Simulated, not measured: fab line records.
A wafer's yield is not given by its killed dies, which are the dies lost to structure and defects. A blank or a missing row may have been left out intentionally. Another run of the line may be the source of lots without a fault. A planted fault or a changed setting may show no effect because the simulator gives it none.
Matching of chambers || flow n5_finfet || 4 sister chambers for N5_BEOL_M11_STRIP_19 on rie_diel-06
The step strips in O2. 8 wafers are shown with their chamber, then 8 later ones without.

== WAFERS WITH THEIR CHAMBER ==
{"wafer": "L080.6", "chamber": 1, "showerhead_plenum_p_Torr (Torr)": 2.18, "throttle_valve_pct (%)": 17.08}
{"wafer": "L082.1", "chamber": 3, "showerhead_plenum_p_Torr (Torr)": 2.05, "throttle_valve_pct (%)": 16.63}
{"wafer": "L082.2", "chamber": 2, "showerhead_plenum_p_Torr (Torr)": 2.23, "throttle_valve_pct (%)": 16.78}
{"wafer": "L082.3", "chamber": 1, "showerhead_plenum_p_Torr (Torr)": 2.18, "throttle_valve_pct (%)": 17.08}
{"wafer": "L083.2", "chamber": 0, "showerhead_plenum_p_Torr (Torr)": 2.23, "throttle_valve_pct (%)": 16.54}
{"wafer": "L083.4", "chamber": 3, "showerhead_plenum_p_Torr (Torr)": 2.05, "throttle_valve_pct (%)": 16.64}
{"wafer": "L083.5", "chamber": 2, "showerhead_plenum_p_Torr (Torr)": 2.23, "throttle_valve_pct (%)": 16.77}
{"wafer": "L087.3", "chamber": 0, "showerhead_plenum_p_Torr (Torr)": 2.22, "throttle_valve_pct (%)": 16.57}

== WAFERS WHOSE CHAMBER IS MISSING ==
{"wafer": "L087.5", "showerhead_plenum_p_Torr (Torr)": 2.22, "throttle_valve_pct (%)": 16.79}
{"wafer": "L087.6", "showerhead_plenum_p_Torr (Torr)": 2.04, "throttle_valve_pct (%)": 16.67}
{"wafer": "L088.3", "showerhead_plenum_p_Torr (Torr)": 2.22, "throttle_valve_pct (%)": 16.57}
{"wafer": "L088.5", "showerhead_plenum_p_Torr (Torr)": 2.04, "throttle_valve_pct (%)": 16.66}
{"wafer": "L088.6", "showerhead_plenum_p_Torr (Torr)": 2.22, "throttle_valve_pct (%)": 16.80}
{"wafer": "L097.2", "showerhead_plenum_p_Torr (Torr)": 2.22, "throttle_valve_pct (%)": 16.82}
{"wafer": "L097.4", "showerhead_plenum_p_Torr (Torr)": 2.22, "throttle_valve_pct (%)": 16.63}
{"wafer": "L097.6", "showerhead_plenum_p_Torr (Torr)": 2.04, "throttle_valve_pct (%)": 16.69}

== EACH ONE'S CHAMBER ==
{"wafer": "L087.5", "from the rows above": 2, "in truth": 2}
{"wafer": "L087.6", "from the rows above": 3, "in truth": 3}
{"wafer": "L088.3", "from the rows above": 0, "in truth": 0}
{"wafer": "L088.5", "from the rows above": 3, "in truth": 3}
{"wafer": "L088.6", "from the rows above": 2, "in truth": 2}
{"wafer": "L097.2", "from the rows above": 2, "in truth": 2}
{"wafer": "L097.4", "from the rows above": 0, "in truth": 0}
{"wafer": "L097.6", "from the rows above": 3, "in truth": 3}
Correctly placed: 8 of 8. From these rows, 0 cannot be placed. Wrongly placed: 0.
How it was worked out, from the rows above alone: a wafer's distance from a chamber is the root of the sum, over the readings, of the square of ((its reading less the chamber's mean) divided by the reading's scatter). If the next closest chamber is less than 2 further off than the closest, the wafer can't be placed; otherwise it belongs to the closest. The mean given for a chamber averages the wafers shown for that chamber. The scatter: the root of (the sum of the squares of (reading less its chamber's mean) over the shown wafers, divided by (wafers less chambers)).
